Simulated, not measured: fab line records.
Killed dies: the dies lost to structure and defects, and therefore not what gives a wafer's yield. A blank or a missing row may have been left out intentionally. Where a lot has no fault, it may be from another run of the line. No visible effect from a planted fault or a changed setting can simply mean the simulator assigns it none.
Chamber matching || flow n5 finfet || N5_BEOL_M2_ILD_DEP_00 on pecvd-04 has 3 sister chambers
The step deposits SiOC from DEMS/O2, target thk 79 nm, time 15.3 s. 6 wafers are shown with their chamber, then 12 later ones without.

== EACH WAFER AND ITS CHAMBER ==
{"wafer": "L088.1", "chamber": 1, "showerhead plenum p Torr (Torr)": 5.697, "throttle valve pct (%)": 12.5}
{"wafer": "L088.4", "chamber": 0, "showerhead plenum p Torr (Torr)": 5.679, "throttle valve pct (%)": 12.1}
{"wafer": "L088.6", "chamber": 1, "showerhead plenum p Torr (Torr)": 5.716, "throttle valve pct (%)": 12.5}
{"wafer": "L091.3", "chamber": 2, "showerhead plenum p Torr (Torr)": 5.706, "throttle valve pct (%)": 12.0}
{"wafer": "L091.4", "chamber": 0, "showerhead plenum p Torr (Torr)": 5.668, "throttle valve pct (%)": 12.0}
{"wafer": "L091.6", "chamber": 2, "showerhead plenum p Torr (Torr)": 5.696, "throttle valve pct (%)": 11.6}

== WAFERS WITH NO CHAMBER GIVEN ==
{"wafer": "L090.2", "showerhead plenum p Torr (Torr)": 5.706, "throttle valve pct (%)": 12.1}
{"wafer": "L090.3", "showerhead plenum p Torr (Torr)": 5.668, "throttle valve pct (%)": 12.0}
{"wafer": "L090.4", "showerhead plenum p Torr (Torr)": 5.714, "throttle valve pct (%)": 12.2}
{"wafer": "L092.1", "showerhead plenum p Torr (Torr)": 5.710, "throttle valve pct (%)": 12.3}
{"wafer": "L092.2", "showerhead plenum p Torr (Torr)": 5.674, "throttle valve pct (%)": 12.1}
{"wafer": "L092.3", "showerhead plenum p Torr (Torr)": 5.690, "throttle valve pct (%)": 11.9}
{"wafer": "L092.4", "showerhead plenum p Torr (Torr)": 5.666, "throttle valve pct (%)": 11.9}
{"wafer": "L092.5", "showerhead plenum p Torr (Torr)": 5.692, "throttle valve pct (%)": 12.5}
{"wafer": "L092.6", "showerhead plenum p Torr (Torr)": 5.693, "throttle valve pct (%)": 11.6}
{"wafer": "L093.1", "showerhead plenum p Torr (Torr)": 5.705, "throttle valve pct (%)": 12.0}
{"wafer": "L093.2", "showerhead plenum p Torr (Torr)": 5.675, "throttle valve pct (%)": 11.9}
{"wafer": "L093.4", "showerhead plenum p Torr (Torr)": 5.685, "throttle valve pct (%)": 11.7}

== CHAMBER TAKEN BY EACH ==
{"wafer": "L090.2", "from the rows above": "can't be placed: 2 or 1 or 0", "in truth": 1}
{"wafer": "L090.3", "from the rows above": 0, "in truth": 0}
{"wafer": "L090.4", "from the rows above": "can't be placed: 1 or 2", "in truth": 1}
{"wafer": "L092.1", "from the rows above": "can't be placed: 1 or 2", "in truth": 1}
{"wafer": "L092.2", "from the rows above": 0, "in truth": 0}
{"wafer": "L092.3", "from the rows above": "can't be placed: 2 or 0", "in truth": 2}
{"wafer": "L092.4", "from the rows above": 0, "in truth": 0}
{"wafer": "L092.5", "from the rows above": "can't be placed: 1 or 0", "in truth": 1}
{"wafer": "L092.6", "from the rows above": "can't be placed: 2 or 0", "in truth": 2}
{"wafer": "L093.1", "from the rows above": "can't be placed: 2 or 1 or 0", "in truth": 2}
{"wafer": "L093.2", "from the rows above": "can't be placed: 0 or 2", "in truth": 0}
{"wafer": "L093.4", "from the rows above": "can't be placed: 2 or 0", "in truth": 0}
3 of 12 placed correctly. Can't be placed from these rows: 9 (the true chamber is among the candidates in 9). Wrongly placed: 0.
How it was worked out, from the rows above alone: a wafer's distance from a chamber is the root of the sum, over the readings, of the square of ((its reading less the chamber's mean) divided by the reading's scatter). If the next closest chamber is less than 2 further off than the closest, the wafer can't be placed; otherwise it belongs to the closest. A chamber's mean is the mean of its shown wafers. The scatter is the square root of a quotient: the sum, over the shown wafers, of each reading's squared deviation from its chamber's mean, divided by wafers minus chambers.
